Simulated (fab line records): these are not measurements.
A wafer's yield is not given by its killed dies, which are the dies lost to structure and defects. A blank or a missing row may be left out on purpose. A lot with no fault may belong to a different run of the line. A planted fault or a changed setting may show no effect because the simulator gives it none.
8D (eight disciplines) problem report, filled in by code / flow n5 finfet / the parts of the form that need people (team, actions taken, sign-off) are left out

== 1. PROBLEM STATEMENT ==
N5_BEOL_M2_ETCH_69, bias w: mean 34.11 W over 1 wafer from 1 lot; wafers with no fault: 36.01 W, standard deviation 0.1. That is -19 standard deviations from the usual mean.
The step: etches SiARC in CF4, target depth 15.6 nm, time 26 s.
First observed at day 10 00:54: wafer L112.2, on rie diel-03. At this step, 27 wafers from 9 lots have a number in the record. Rule for "out", or "out of limits": more than 4 standard deviations from the usual mean. The rest of the wafers with a number are treated as sound.

== 2. WHAT IT IS, WHAT IT ISN'T ==
question=which readings at this step | is=bias w, rf vpp V | is not=drypump motor current A, etch rf on time s, oes product au, showerhead plenum p Torr, throttle valve pct
question=which lots | is=L112 | is not=L102, L103, L104, L116, L117, L119, L124, L125
question=which wafers of those lots | is=L112.2 | is not=L112.1, L112.4
question=read on which tools | is=rie diel-03 | is not=rie diel-04, rie diel-05
question=when | is=from day 10 00:54 | is not=up to then (11 sound wafers); but 15 sound wafers of L116, L117, L119, L124, L125 came after

== 3. SUSPECTS, AND WHAT RULES EACH OUT ==
Counting: if a tool at a process step up to the reading ran every lot that is out, it stays a suspect. Sound lots after the first of them don't rule it out here, since some wafers of a struck lot are sound.
- rie diel-05 at N5_BEOL_M2_ETCH_64 (etches SOC in N2/H2, target depth 75 nm, overetch 22.5 nm, time 121.9 s): kept. L112, the lot that is out, went through it at day 9 23:52; up to then, the latest sound lot through it was L103 at day 6 16:05.
- rie diel-03 at N5_BEOL_M2_DESCUM_33 (chemistry O2, time 7 s): kept. L112, the lot that is out, went through it at day 10 00:51; up to then, the latest sound lot through it was L102 at day 6 11:49.
- rie diel-03 at N5_BEOL_M2_ETCH_69 (etches SiARC in CF4, target depth 15.6 nm, time 26 s): kept. L112, the lot that is out, went through it at day 10 00:54; up to then, the latest sound lot through it was L102 at day 6 11:52. Out on those wafers are its own readings of bias w, rf vpp V.
- At N5_BEOL_M2_ETCH_64, inside rie diel-05: chamber 1 took the wafers that are out, while their sound lot-mates went through chambers 0, 3.
- At N5_BEOL_M2_DESCUM_33, inside rie diel-03: chamber 3 took the wafers that are out, while their sound lot-mates went through chambers 1, 2.
- At N5_BEOL_M2_ETCH_69, inside rie diel-03: chamber 3 took the wafers that are out, while their sound lot-mates went through chambers 1, 2.
The count leaves rie diel-05 at N5_BEOL_M2_ETCH_64, rie diel-03 at N5_BEOL_M2_DESCUM_33, and rie diel-03 at N5_BEOL_M2_ETCH_69.

== 4. THE CAUSE (what the simulator had put in) ==
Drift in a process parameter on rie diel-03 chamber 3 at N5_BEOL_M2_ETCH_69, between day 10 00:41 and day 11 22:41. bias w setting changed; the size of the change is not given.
Counting left 3 suspects, and this tool is among them.

== 5. THE CHAIN OF EFFECTS, in route order ==
Each row: a reading whose mean over the struck wafers that have a number lies more than 3 standard deviations from the usual. Only readings for which the record gives a usual standard deviation are gone through. hours: the time from each lot's start at the first step in this table that gives one to its start at this step, as a median over the lots. sigmas: the change in usual standard deviations.
hours=0; step=N5_BEOL_M2_ETCH_69; reading=bias w; usual=36.01 W; on struck wafers=34.11; change=-1.90; sigmas=-19
hours=0; step=N5_BEOL_M2_ETCH_69; reading=rf vpp V; usual=184.0 V; on struck wafers=177.7; change=-6.3; sigmas=-5.7
The process steps in it:
- N5_BEOL_M2_ETCH_69: etches SiARC in CF4, target depth 15.6 nm, time 26 s.
At these later measuring or inspecting steps, every struck wafer for which the step has a row has a number for every such reading, and none has moved that far: N5_BEOL_M4_RC_MEAS_101.

== 6. HOW IT WOULD HAVE BEEN CAUGHT EARLIER ==
The fault began at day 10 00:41; the first out-of-limits reading in this record came at day 10 00:54, 0 hours later.
